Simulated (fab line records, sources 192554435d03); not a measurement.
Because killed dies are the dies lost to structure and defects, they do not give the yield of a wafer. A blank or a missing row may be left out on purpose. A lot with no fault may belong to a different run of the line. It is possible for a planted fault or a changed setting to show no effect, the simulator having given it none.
Matching of chambers :: flow n5_finfet :: N5_BEOL_M5_DESCUM_33 on rie_diel-02 has 4 sister chambers
The step chemistry O2, time 7 s. 4 wafers are shown with their chamber, then 9 later ones without.

== WAFERS, EACH WITH ITS CHAMBER ==
wafer: L087.1
chamber: 1
throttle_valve_pct (%): 20.23

wafer: L089.1
chamber: 2
throttle_valve_pct (%): 20.67

wafer: L089.2
chamber: 0
throttle_valve_pct (%): 20.61

wafer: L089.5
chamber: 3
throttle_valve_pct (%): 19.94

== WAFERS WHOSE CHAMBER IS MISSING ==
wafer: L090.2
throttle_valve_pct (%): 20.23

wafer: L090.4
throttle_valve_pct (%): 20.62

wafer: L090.6
throttle_valve_pct (%): 20.70

wafer: L092.1
throttle_valve_pct (%): 20.70

wafer: L092.2
throttle_valve_pct (%): 20.63

wafer: L092.3
throttle_valve_pct (%): 20.26

wafer: L094.2
throttle_valve_pct (%): 19.95

wafer: L094.3
throttle_valve_pct (%): 20.64

wafer: L094.5
throttle_valve_pct (%): 20.71

== WHICH CHAMBER EACH ONE RAN IN ==
wafer: L090.2
from the rows above: 1
in truth: 1

wafer: L090.4
from the rows above: can't be placed: 0 or 2
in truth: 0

wafer: L090.6
from the rows above: 2
in truth: 2

wafer: L092.1
from the rows above: 2
in truth: 2

wafer: L092.2
from the rows above: can't be placed: 0 or 2
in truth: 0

wafer: L092.3
from the rows above: 1
in truth: 1

wafer: L094.2
from the rows above: 3
in truth: 3

wafer: L094.3
from the rows above: can't be placed: 0 or 2
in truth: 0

wafer: L094.5
from the rows above: 2
in truth: 2
Correctly placed: 6 of 9. Not placeable from these rows: 3 (in 3, the candidates include the true chamber). Number placed wrongly: 0.
How it was worked out, from the rows above alone: a wafer's distance from a chamber is the root of the sum, over the readings, of the square of ((its reading less the chamber's mean) divided by the reading's scatter). The wafer belongs to the nearest chamber; if the next one is less than 2 further off, it can't be placed. The mean given for a chamber averages the wafers shown for that chamber. The scatter: root of mean squared gap, hidden wafer to nearest shown wafer, with one shown wafer a chamber.
